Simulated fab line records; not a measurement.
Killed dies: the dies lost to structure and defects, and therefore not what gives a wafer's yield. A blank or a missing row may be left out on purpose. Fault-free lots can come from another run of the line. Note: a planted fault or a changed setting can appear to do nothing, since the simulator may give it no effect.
Chamber matching    flow n5-finfet    N5_BEOL_M3_PECVD_72 on pecvd-03 has 3 sister chambers
The step deposits SiO2 from TEOS/O2, target thk 16 nm, time 18 s. 6 wafers are shown with their chamber, then 8 later ones without.

## WAFERS WITH THEIR CHAMBER
wafer   chamber  showerhead-plenum-p-Torr (Torr)  rf-fwd-power-W (W)
L080.1  1        8.72                             439.7
L082.4  1        8.73                             437.6
L090.1  0        8.82                             443.8
L090.4  0        8.83                             445.6
L090.6  2        8.72                             445.9
L091.1  2        8.69                             444.3

## WAFERS WITH NO CHAMBER GIVEN
wafer   showerhead-plenum-p-Torr (Torr)  rf-fwd-power-W (W)
L091.2  8.73                             440.3
L091.4  8.83                             446.7
L095.1  8.72                             446.8
L095.3  8.84                             444.2
L095.6  8.72                             440.9
L097.1  8.73                             440.8
L097.4  8.71                             444.4
L097.6  8.75                             439.4

## WHICH CHAMBER EACH WENT THROUGH
wafer   from the rows above      in truth
L091.2  1                        1
L091.4  0                        0
L095.1  2                        2
L095.3  0                        0
L095.6  can't be placed: 1 or 2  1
L097.1  1                        1
L097.4  2                        2
L097.6  1                        1
7 of 8 placed correctly. Unplaceable from these rows: 1, with the true chamber sitting among the candidates in 1. Number placed wrongly: 0.
How it was worked out, from the rows above alone: a wafer's distance from a chamber is the root of the sum, over the readings, of the square of ((its reading less the chamber's mean) divided by the reading's scatter). If the next closest chamber is less than 2 further off than the closest, the wafer can't be placed; otherwise it belongs to the closest. The mean given for a chamber averages the wafers shown for that chamber. The scatter: the root of (the sum of the squares of (reading less its chamber's mean) over the shown wafers, divided by (wafers less chambers)).
